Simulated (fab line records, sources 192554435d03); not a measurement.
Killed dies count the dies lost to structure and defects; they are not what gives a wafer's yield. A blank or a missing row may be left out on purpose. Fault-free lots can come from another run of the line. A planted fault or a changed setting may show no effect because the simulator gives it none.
fab line records | flow n5_finfet
[record] lots = 9 | wafers = 26 | last_day = 18
route steps=1938 shown BEOL_M9@1437
lots untouched by any fault: they come from a run of this same line in which no faults occurred
start_h: the number of hours between the record's first day and the start of the first shown wafer of the lot | wait_h: hours elapsed since this lot's preceding step | " as in the row above | L1.1+2: a row that stands for several wafers | - either no value or no given start | * or withheld: withheld | < > ~ a bound
route shown NAME@n: names a module that has steps shown in the file, with the first one's number in the route | usual: mean/standard deviation of fault-free wafers | same: alike in all rows | chamber/n: place in a boat | sites: the reading at each site | _std_site: the values' standard deviation | _edge_site: inner sites' mean taken away from outer sites' mean | radius_mm: how far each site lies from the wafer's centre | mask NAME#n: copy n | behind: tool/chamber where the wafer was last shaped | hold: what put the lot on hold/how long, in hours/how the hold closed | device: whichever transistor did not switch (one of n, p or np) | end of line: the route-end tests of the same wafers | where a step has no rows: the recipe by itself | killed: at the first sort, the dies lost to defects and structure; wafer yield is something else | map: a wafer's dies, marking killed ones x, the rest . and places with no die _
set.NAME: the run value of the setting; set.NAME@STEP: its run value at that earlier step | model.NAME: the simulator's own value behind a step, which no gauge read
route steps across a sampled set of lots; one table per step, one row per wafer
services: the hour from which a tool's chamber was out of use, counted from the record's first day as start_h (under 0 if before that day), plus the number of hours and why
[[steps]]
[step N5_BEOL_M9_DESCUM_33]
[recipe] chemistry = O2 | time_s = 7 | source_power_w = 50 | bias_power_w = 20 | pressure_mtorr = 20 | rf_frequency_hz = 2.712e+07 | temp_c = 40 | resist = CAR-EUV | o2_flow_sccm = 225
[usual] drypump_motor_current_A = 6.0/0.37 | oes_product_au = 0.80/0.099 | rf_fwd_power_W = 49.36/0.29 | rf_vpp_V = 243.1/1.5 | showerhead_plenum_p_Torr = 2.08/0.072 | temp_c = 40.01/0.12 | throttle_valve_pct = 20.41/0.27
lot.wafer | tool        | chamber | start_h | wait_h | drypump_motor_current_A | oes_product_au | rf_fwd_power_W | rf_hours_counter_h | rf_vpp_V | showerhead_plenum_p_Torr | temp_c | throttle_valve_pct
L120.2    | rie_diel-02 | 2       | 229.60  | 0.0    | 5.7                     | 1.01           | 49.09          | 3                  | 245.8    | 2.21                     | 40.08  | 20.34
L120.5    | "           | 2       | "       | "      | 5.7                     | 1.00           | 49.35          | -                  | 246.4    | 2.21                     | 40.11  | 20.34
L120.6    | "           | 1       | "       | "      | 5.7                     | 0.73           | 49.72          | -                  | 241.1    | 2.01                     | 40.06  | 20.96
L124.2    | rie_diel-02 | 3       | 249.91  | 0.6    | 5.8                     | 0.73           | 49.40          | 199                | 241.7    | 1.98                     | 40.11  | 20.12
L124.3    | "           | 2       | "       | "      | 5.7                     | 0.99           | 49.11          | 7                  | 245.0    | 2.21                     | 40.07  | 20.35
L124.5    | "           | 3       | "       | "      | 5.8                     | 0.73           | 49.03          | -                  | 241.5    | 1.98                     | 40.10  | 20.11
L123.1    | rie_diel-03 | 1       | 249.97  | 0.6    | 5.8                     | 0.92           | 49.50          | 28                 | 241.1    | 2.04                     | 39.88  | 20.18
L123.3    | "           | 2       | "       | "      | 6.6                     | 0.71           | 48.88          | 239                | 245.2    | 2.08                     | 40.09  | 20.57
L123.4    | "           | 0       | "       | "      | 5.2                     | 0.78           | 49.44          | -                  | 242.3    | 2.12                     | 39.85  | 20.46
L125.3    | rie_diel-02 | 2       | 273.23  | 0.0    | 5.7                     | 0.96           | 49.31          | 14                 | 246.2    | 2.21                     | 39.84  | 20.36
L125.4    | "           | 0       | "       | "      | 6.7                     | 0.85           | 49.52          | 79                 | 242.9    | 2.13                     | 39.95  | 20.17
L125.6    | "           | 3       | "       | "      | 5.9                     | 0.72           | 49.28          | -                  | 240.6    | 1.98                     | 40.04  | 20.14
L127.2    | rie_diel-02 | 3       | 285.65  | 0.0    | 5.8                     | 0.73           | 49.09          | 207                | 241.3    | 1.97                     | 39.90  | 20.13
L127.4    | "           | 1       | "       | "      | 5.7                     | 0.72           | 49.98          | 190                | 242.3    | 2.01                     | 40.13  | 20.98
L127.6    | "           | 0       | "       | "      | 6.7                     | 0.84           | 49.44          | -                  | 244.3    | 2.13                     | 39.82  | 20.17
L136.1    | rie_diel-02 | 0       | 355.31  | 0.0    | 6.7                     | 0.83           | 49.30          | 105                | 242.9    | 2.13                     | 40.05  | 20.21
L136.5    | "           | 3       | "       | "      | 5.8                     | 0.70           | 49.40          | -                  | 240.5    | 1.97                     | 39.91  | 20.17
L136.6    | "           | 2       | "       | "      | 5.7                     | 0.89           | 49.17          | -                  | 244.1    | 2.19                     | 39.97  | 20.41
L137.2    | rie_diel-02 | 2       | 355.73  | 0.3    | 5.7                     | 0.90           | 49.12          | 43                 | 244.3    | 2.19                     | 40.07  | 20.38
L137.3    | "           | 0       | "       | "      | 6.7                     | 0.82           | 49.28          | 105                | 244.6    | 2.13                     | 40.06  | 20.20
L137.5    | "           | 2       | "       | "      | 5.7                     | 0.91           | 49.10          | -                  | 245.4    | 2.20                     | 40.02  | 20.41
L140.2    | rie_diel-01 | 0       | 360.92  | 0.2    | 6.2                     | 0.87           | 48.66          | 54                 | 244.2    | 2.08                     | 39.96  | 19.94
L140.4    | "           | 3       | "       | "      | 5.9                     | 0.69           | 49.75          | 245                | 241.7    | 2.04                     | 40.16  | 20.40
L139.4    | rie_diel-01 | 1       | 364.43  | 0.0    | 6.1                     | 0.84           | 49.19          | 77                 | 242.2    | 2.04                     | 40.11  | 20.64
L139.5    | "           | 0       | "       | "      | 6.2                     | 0.86           | 48.81          | -                  | 242.9    | 2.09                     | 40.01  | 19.94
L139.6    | "           | 1       | "       | "      | 6.1                     | 0.84           | 49.44          | -                  | 242.0    | 2.04                     | 39.96  | 20.61
[step N5_BEOL_M9_VIA_ETCH_34]
[recipe] chemistry = C4F6/O2 | target = SiCOH_lowk | target_depth_a = 1824 | mask_material = SOC | taper_deg = 4 | time_s = 68.4 | ion_energy_ev = 250 | pressure_mtorr = 30 | source_w = 345 | bias_w = 185 | Ar_flow_sccm = 300 | C4F6_flow_sccm = 10 | O2_flow_sccm = 10
[usual] drypump_motor_current_A = 6.0/0.37 | oes_f_703_au = 0.79/0.096 | oes_o_777_au = 0.79/0.096 | oes_product_au = 0.80/0.1 | rf_fwd_power_W = 342.1/1.4 | rf_vpp_V = 671/21 | showerhead_plenum_p_Torr = 2.83/0.097 | throttle_valve_pct = 20.87/0.24
lot.wafer | tool        | chamber | start_h | wait_h | drypump_motor_current_A | oes_f_703_au | oes_o_777_au | oes_product_au | rf_fwd_power_W | rf_hours_counter_h | rf_vpp_V | showerhead_plenum_p_Torr | throttle_valve_pct
L120.2    | rie_diel-02 | 2       | 229.78  | 0.0    | 5.8                     | 1.04         | 1.03         | 1.04           | 341.9          | 3                  | 682      | 3.01                     | 20.90
L120.5    | "           | 2       | "       | "      | 5.7                     | 1.03         | 1.02         | 1.03           | 341.2          | -                  | 682      | 3.01                     | 20.90
L120.6    | "           | 1       | "       | "      | 5.7                     | 0.74         | 0.75         | 0.72           | 344.6          | -                  | 646      | 2.73                     | 21.37
L124.2    | rie_diel-02 | 3       | 250.09  | 0.0    | 5.9                     | 0.70         | 0.70         | 0.72           | 341.5          | 199                | 706      | 2.70                     | 20.62
L124.3    | "           | 2       | "       | "      | 5.7                     | 1.01         | 1.00         | 1.01           | 342.1          | 7                  | 681      | 3.01                     | 20.88
L124.5    | "           | 3       | "       | "      | 5.9                     | 0.70         | 0.70         | 0.73           | 341.0          | -                  | 706      | 2.70                     | 20.61
L123.1    | rie_diel-03 | 1       | 250.15  | 0.0    | 5.8                     | 0.82         | 0.82         | 0.90           | 342.2          | 28                 | 689      | 2.78                     | 20.69
L123.3    | "           | 2       | "       | "      | 6.6                     | 0.72         | 0.72         | 0.71           | 340.6          | 239                | 681      | 2.77                     | 20.73
L123.4    | "           | 0       | "       | "      | 5.2                     | 0.78         | 0.79         | 0.78           | 341.6          | -                  | 676      | 2.83                     | 20.69
L125.3    | rie_diel-02 | 2       | 273.41  | 0.0    | 5.7                     | 0.99         | 0.98         | 0.98           | 343.8          | 14                 | 682      | 3.01                     | 20.90
L125.4    | "           | 0       | "       | "      | 6.7                     | 0.84         | 0.85         | 0.83           | 342.9          | 79                 | 650      | 2.89                     | 20.56
L125.6    | "           | 3       | "       | "      | 5.8                     | 0.70         | 0.70         | 0.72           | 342.6          | -                  | 706      | 2.70                     | 20.63
L127.2    | rie_diel-02 | 3       | 285.83  | 0.0    | 5.9                     | 0.69         | 0.70         | 0.72           | 342.5          | 207                | 706      | 2.70                     | 20.62
L127.4    | "           | 1       | "       | "      | 5.7                     | 0.73         | 0.74         | 0.70           | 342.8          | 190                | 646      | 2.72                     | 21.41
L127.6    | "           | 0       | "       | "      | 6.7                     | 0.83         | 0.84         | 0.84           | 342.0          | -                  | 651      | 2.88                     | 20.56
L136.1    | rie_diel-02 | 0       | 355.49  | 0.0    | 6.7                     | 0.82         | 0.82         | 0.81           | 343.0          | 105                | 651      | 2.87                     | 20.60
L136.5    | "           | 3       | "       | "      | 5.9                     | 0.68         | 0.69         | 0.70           | 340.3          | -                  | 705      | 2.69                     | 20.65
L136.6    | "           | 2       | "       | "      | 5.7                     | 0.92         | 0.93         | 0.92           | 342.6          | -                  | 681      | 2.99                     | 20.95
L137.2    | rie_diel-02 | 2       | 355.91  | 0.0    | 5.7                     | 0.92         | 0.92         | 0.92           | 341.5          | 43                 | 681      | 2.99                     | 20.96
L137.3    | "           | 0       | "       | "      | 6.7                     | 0.81         | 0.82         | 0.80           | 343.3          | 105                | 651      | 2.87                     | 20.61
L137.5    | "           | 2       | "       | "      | 5.7                     | 0.92         | 0.93         | 0.93           | 341.4          | -                  | 680      | 2.99                     | 20.96
L140.2    | rie_diel-01 | 0       | 361.10  | 0.0    | 6.2                     | 0.82         | 0.79         | 0.85           | 339.6          | 54                 | 655      | 2.89                     | 20.73
L140.4    | "           | 3       | "       | "      | 5.9                     | 0.66         | 0.65         | 0.67           | 342.9          | 245                | 669      | 2.82                     | 21.08
L139.4    | rie_diel-01 | 1       | 364.61  | 0.0    | 6.0                     | 0.82         | 0.83         | 0.83           | 342.7          | 77                 | 666      | 2.77                     | 21.02
L139.5    | "           | 0       | "       | "      | 6.2                     | 0.81         | 0.79         | 0.85           | 339.4          | -                  | 656      | 2.89                     | 20.73
L139.6    | "           | 1       | "       | "      | 6.1                     | 0.82         | 0.83         | 0.83           | 343.6          | -                  | 667      | 2.77                     | 21.01
[step N5_BEOL_M9_TRENCH_ETCH_37]
[recipe] chemistry = C4F6/O2 | target_depth_a = 1514.3 | target = SiCOH_lowk | time_s = 49 | ion_energy_ev = 250 | pressure_mtorr = 30 | source_w = 345 | bias_w = 185 | Ar_flow_sccm = 300 | C4F6_flow_sccm = 10 | O2_flow_sccm = 10
[usual] drypump_motor_current_A = 6.0/0.37 | oes_f_703_au = 0.79/0.097 | oes_o_777_au = 0.79/0.096 | oes_product_au = 0.80/0.1 | rf_fwd_power_W = 341.3/1.8 | rf_vpp_V = 671/21 | showerhead_plenum_p_Torr = 2.83/0.097 | throttle_valve_pct = 20.89/0.24
lot.wafer | tool        | chamber | start_h | wait_h | drypump_motor_current_A | oes_f_703_au | oes_o_777_au | oes_product_au | rf_fwd_power_W | rf_hours_counter_h | rf_vpp_V | showerhead_plenum_p_Torr | throttle_valve_pct
L120.2    | rie_diel-02 | 2       | 229.88  | -      | 5.7                     | 1.02         | 1.02         | 1.03           | 338.2          | 3                  | 682      | 3.01                     | 20.92
L120.5    | "           | 2       | "       | "      | 5.7                     | 1.02         | 1.02         | 1.04           | 340.5          | -                  | 682      | 3.01                     | 20.92
L120.6    | "           | 1       | "       | "      | 5.7                     | 0.73         | 0.74         | 0.73           | 342.5          | -                  | 647      | 2.73                     | 21.39
L124.2    | rie_diel-02 | 3       | 250.19  | -      | 5.9                     | 0.70         | 0.70         | 0.73           | 340.4          | 199                | 705      | 2.70                     | 20.64
L124.3    | "           | 2       | "       | "      | 5.7                     | 1.01         | 1.00         | 1.02           | 339.6          | 7                  | 682      | 3.01                     | 20.93
L124.5    | "           | 3       | "       | "      | 5.8                     | 0.70         | 0.70         | 0.72           | 339.3          | -                  | 705      | 2.70                     | 20.63
L123.1    | rie_diel-03 | 1       | 250.25  | -      | 5.8                     | 0.83         | 0.82         | 0.90           | 340.8          | 28                 | 688      | 2.78                     | 20.73
L123.3    | "           | 2       | "       | "      | 6.6                     | 0.72         | 0.72         | 0.72           | 337.0          | 239                | 679      | 2.77                     | 20.74
L123.4    | "           | 0       | "       | "      | 5.2                     | 0.78         | 0.79         | 0.77           | 342.8          | -                  | 676      | 2.83                     | 20.73
L125.3    | rie_diel-02 | 2       | 273.51  | -      | 5.7                     | 0.98         | 0.98         | 0.99           | 339.1          | 14                 | 681      | 3.01                     | 20.92
L125.4    | "           | 0       | "       | "      | 6.7                     | 0.84         | 0.84         | 0.84           | 341.1          | 79                 | 652      | 2.89                     | 20.58
L125.6    | "           | 3       | "       | "      | 5.8                     | 0.70         | 0.70         | 0.73           | 340.6          | -                  | 707      | 2.70                     | 20.64
L127.2    | rie_diel-02 | 3       | 285.93  | -      | 5.9                     | 0.69         | 0.69         | 0.72           | 341.3          | 207                | 706      | 2.70                     | 20.65
L127.4    | "           | 1       | "       | "      | 5.7                     | 0.72         | 0.72         | 0.70           | 343.0          | 190                | 647      | 2.72                     | 21.40
L127.6    | "           | 0       | "       | "      | 6.7                     | 0.83         | 0.85         | 0.84           | 340.8          | -                  | 651      | 2.88                     | 20.58
L136.1    | rie_diel-02 | 0       | 355.59  | -      | 6.7                     | 1.04         | 1.02         | 0.85           | 423.3          | 105                | 585      | 2.87                     | 20.63
L136.5    | "           | 3       | "       | "      | 5.9                     | 0.87         | 0.86         | 0.73           | 421.9          | -                  | 631      | 2.69                     | 20.69
L136.6    | "           | 2       | "       | "      | 5.7                     | 1.19         | 1.15         | 0.97           | 423.9          | -                  | 609      | 2.99                     | 20.99
L137.2    | rie_diel-02 | 2       | 356.02  | -      | 5.7                     | 1.19         | 1.15         | 0.98           | 421.8          | 43                 | 611      | 2.99                     | 21.00
L137.3    | "           | 0       | "       | "      | 6.7                     | 1.05         | 1.02         | 0.85           | 426.1          | 105                | 583      | 2.87                     | 20.64
L137.5    | "           | 2       | "       | "      | 5.7                     | 1.19         | 1.15         | 0.98           | 422.9          | -                  | 610      | 2.99                     | 20.98
L140.2    | rie_diel-01 | 0       | 361.20  | -      | 6.2                     | 0.82         | 0.79         | 0.84           | 339.5          | 54                 | 656      | 2.89                     | 20.75
L140.4    | "           | 3       | "       | "      | 5.9                     | 0.66         | 0.65         | 0.67           | 343.6          | 245                | 670      | 2.82                     | 21.11
L139.4    | rie_diel-01 | 1       | 364.71  | -      | 6.1                     | 0.82         | 0.84         | 0.83           | 341.9          | 77                 | 666      | 2.77                     | 21.04
L139.5    | "           | 0       | "       | "      | 6.2                     | 0.82         | 0.80         | 0.84           | 337.5          | -                  | 655      | 2.89                     | 20.78
L139.6    | "           | 1       | "       | "      | 6.0                     | 0.82         | 0.83         | 0.82           | 341.8          | -                  | 665      | 2.77                     | 21.02
[step N5_BEOL_M9_OCD_MEAS_38]
[usual] trench_depth_nm = 152/5.5
lot.wafer | tool   | chamber | start_h | wait_h | trench_depth_nm
L120.2    | ocd-01 | -       | 230.05  | -      | 166
L120.5    | "      | -       | "       | "      | 167
L120.6    | "      | -       | "       | "      | 150
L124.2    | ocd-01 | -       | 250.37  | -      | 149
L124.3    | "      | -       | "       | "      | 164
L124.5    | "      | -       | "       | "      | 149
L123.1    | ocd-02 | -       | 250.43  | -      | 150
L123.3    | "      | -       | "       | "      | 154
L123.4    | "      | -       | "       | "      | 150
L125.3    | ocd-02 | -       | 273.69  | -      | 166
L125.4    | "      | -       | "       | "      | 155
L125.6    | "      | -       | "       | "      | 151
L127.2    | ocd-01 | -       | 286.11  | -      | 148
L127.4    | "      | -       | "       | "      | 147
L127.6    | "      | -       | "       | "      | 154
L136.1    | ocd-01 | -       | 355.76  | -      | 166
L136.5    | "      | -       | "       | "      | 161
L136.6    | "      | -       | "       | "      | 177
L137.2    | ocd-01 | -       | 356.19  | -      | 178
L137.3    | "      | -       | "       | "      | 166
L137.5    | "      | -       | "       | "      | 179
L140.2    | ocd-02 | -       | 361.38  | -      | 150
L140.4    | "      | -       | "       | "      | 144
L139.4    | ocd-01 | -       | 364.89  | -      | 148
L139.5    | "      | -       | "       | "      | 150
L139.6    | "      | -       | "       | "      | 148
[step N5_BEOL_M9_PRE_CLEAN_45]
[recipe] gas = H2/He | time_s = 30 | temp_c = 250
[usual] heater_power_w = 326/21
lot.wafer | tool           | chamber | start_h | wait_h | heater_power_w
L120.2    | pvd_sputter-03 | -       | 232.56  | 0.0    | 312
L120.5    | "              | -       | "       | "      | 330
L120.6    | "              | -       | "       | "      | 349
L124.2    | pvd_sputter-02 | -       | 250.93  | 0.0    | 363
L124.3    | "              | -       | "       | "      | 305
L124.5    | "              | -       | "       | "      | 366
L123.1    | pvd_sputter-01 | -       | 251.33  | 0.0    | 323
L123.3    | "              | -       | "       | "      | 305
L123.4    | "              | -       | "       | "      | 306
L125.3    | pvd_sputter-03 | -       | 274.94  | 0.0    | 313
L125.4    | "              | -       | "       | "      | 315
L125.6    | "              | -       | "       | "      | 320
L127.2    | pvd_sputter-03 | -       | 286.72  | 0.0    | 352
L127.4    | "              | -       | "       | "      | 310
L127.6    | "              | -       | "       | "      | 317
L136.1    | pvd_sputter-03 | -       | 356.46  | 0.0    | 311
L136.5    | "              | -       | "       | "      | 318
L136.6    | "              | -       | "       | "      | 319
L137.2    | pvd_sputter-03 | -       | 359.06  | 0.0    | 322
L137.3    | "              | -       | "       | "      | 343
L137.5    | "              | -       | "       | "      | 311
L140.2    | pvd_sputter-02 | -       | 362.42  | 0.0    | 331
L140.4    | "              | -       | "       | "      | 363
L139.4    | pvd_sputter-01 | -       | 365.71  | 0.0    | 307
L139.5    | "              | -       | "       | "      | 303
L139.6    | "              | -       | "       | "      | 306
[step N5_BEOL_M9_THK_MEAS_53]
[recipe] thk_meas_gauge = xrf | reads = Cu_of_BEOL_M9_ECD_50
[usual] M9_THK = 140/5.6
lot.wafer | tool          | chamber | start_h | wait_h | M9_THK[nm]
L120.2    | film_metro-02 | -       | 234.35  | -      | 153
L120.5    | "             | -       | "       | "      | 156
L120.6    | "             | -       | "       | "      | 140
L124.2    | film_metro-02 | -       | 253.70  | -      | 139
L124.3    | "             | -       | "       | "      | 151
L124.5    | "             | -       | "       | "      | 139
L123.1    | film_metro-01 | -       | 255.69  | -      | 136
L123.3    | "             | -       | "       | "      | 143
L123.4    | "             | -       | "       | "      | 136
L125.3    | film_metro-01 | -       | 276.32  | -      | 155
L125.4    | "             | -       | "       | "      | 142
L125.6    | "             | -       | "       | "      | 138
L127.2    | film_metro-01 | -       | 288.33  | -      | 133
L127.4    | "             | -       | "       | "      | 133
L127.6    | "             | -       | "       | "      | 142
L136.1    | film_metro-02 | -       | 359.50  | -      | 152
L136.5    | "             | -       | "       | "      | 147
L136.6    | "             | -       | "       | "      | 164
L137.2    | film_metro-01 | -       | 360.69  | -      | 168
L137.3    | "             | -       | "       | "      | 153
L137.5    | "             | -       | "       | "      | 167
L140.2    | film_metro-02 | -       | 366.42  | -      | 139
L140.4    | "             | -       | "       | "      | 132
L139.4    | film_metro-01 | -       | 367.20  | -      | 136
L139.5    | "             | -       | "       | "      | 138
L139.6    | "             | -       | "       | "      | 137
[step N5_BEOL_M9_RS_MEAS_57]
[recipe] thk_meas_gauge = four-point-probe | reads = Cu_of_BEOL_M9_ECD_50+Co_of_BEOL_M9_CVD_78+TaN_of_BEOL_M9_ALD_74
[usual] M9_RS = 0.151/0.0062
lot.wafer | tool          | chamber | start_h | wait_h | M9_RS[ohm/sq]
L120.2    | film_metro-02 | -       | 234.48  | 0.1    | 0.137
L120.5    | "             | -       | "       | "      | 0.135
L120.6    | "             | -       | "       | "      | 0.150
L124.2    | film_metro-02 | -       | 253.83  | 0.1    | 0.151
L124.3    | "             | -       | "       | "      | 0.137
L124.5    | "             | -       | "       | "      | 0.151
L123.1    | film_metro-01 | -       | 255.82  | 0.1    | 0.154
L123.3    | "             | -       | "       | "      | 0.146
L123.4    | "             | -       | "       | "      | 0.153
L125.3    | film_metro-01 | -       | 276.46  | 0.1    | 0.134
L125.4    | "             | -       | "       | "      | 0.147
L125.6    | "             | -       | "       | "      | 0.151
L127.2    | film_metro-01 | -       | 288.47  | 0.1    | 0.156
L127.4    | "             | -       | "       | "      | 0.157
L127.6    | "             | -       | "       | "      | 0.146
L136.1    | film_metro-02 | -       | 359.63  | 0.1    | 0.138
L136.5    | "             | -       | "       | "      | 0.143
L136.6    | "             | -       | "       | "      | 0.127
L137.2    | film_metro-01 | -       | 360.82  | 0.1    | 0.124
L137.3    | "             | -       | "       | "      | 0.137
L137.5    | "             | -       | "       | "      | 0.125
L140.2    | film_metro-01 | -       | 366.56  | 0.1    | 0.152
L140.4    | "             | -       | "       | "      | 0.161
L139.4    | film_metro-01 | -       | 367.34  | 0.0    | 0.156
L139.5    | "             | -       | "       | "      | 0.152
L139.6    | "             | -       | "       | "      | 0.154
[[services]]
tool        | chamber | start_h | hours | kind
rie_diel-01 | 3       | 254.41  | 9.7   | repair
rie_diel-02 | 3       | 255.88  | 9.2   | repair
rie_diel-03 | 3       | 274.13  | 5.8   | repair
rie_diel-01 | 3       | 275.10  | 4.1   | repair
rie_diel-03 | 2       | 283.09  | -     | clean
rie_diel-03 | 2       | 283.09  | -     | consumable_replace:focus_ring
rie_diel-03 | 2       | 283.09  | 32.6  | scheduled_down
rie_diel-03 | 2       | 283.09  | 32.6  | vent_cycle
rie_diel-03 | 0       | 311.45  | 3.0   | repair
rie_diel-02 | 1       | 338.28  | 8.1   | repair
rie_diel-03 | 3       | 340.36  | -     | clean
rie_diel-03 | 3       | 340.36  | -     | consumable_replace:esc
rie_diel-03 | 3       | 340.36  | -     | consumable_replace:focus_ring
rie_diel-03 | 3       | 340.36  | 23.1  | scheduled_down
rie_diel-03 | 3       | 340.36  | 23.1  | vent_cycle
[[key]]
[first_sign] step = N5_BEOL_M9_TRENCH_ETCH_37 | reading = rf_fwd_power_W | direction = up | sigmas = 45 | usual = * | struck = *
[effect] step = N5_BEOL_M9_TRENCH_ETCH_37 | reading = oes_f_703_au | direction = up | sigmas = 3.1 | usual = 0.79 | struck = 1.09
[effect] step = N5_BEOL_M9_OCD_MEAS_38 | reading = trench_depth_nm | direction = up | sigmas = 3.5 | usual = 152 | struck = 171
[effect] step = N5_BEOL_M9_THK_MEAS_53 | reading = M9_THK | direction = up | sigmas = 3.3 | usual = 140 | struck = 158
[effect] step = N5_BEOL_M9_RS_MEAS_57 | reading = M9_RS | direction = down | sigmas = 2.9 | usual = 0.151 | struck = 0.132
met_at N5_BEOL_M9_TRENCH_ETCH_37
struck_lots L136,L137
not_acting_at N5_BEOL_M9_DESCUM_33,N5_BEOL_M9_VIA_ETCH_34,N5_BEOL_M9_PRE_CLEAN_45
onset_between 285.93 355.59
[fault] kind = process_parameter_drift | tool = rie_diel-02 | chamber = - | onset_h = 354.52 | steps = N5_BEOL_M9_TRENCH_ETCH_37 | channel = source_w | offset = 82.8 | shape = step | end_h = 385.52 | acts_in = these_recipes_only | stated = 345
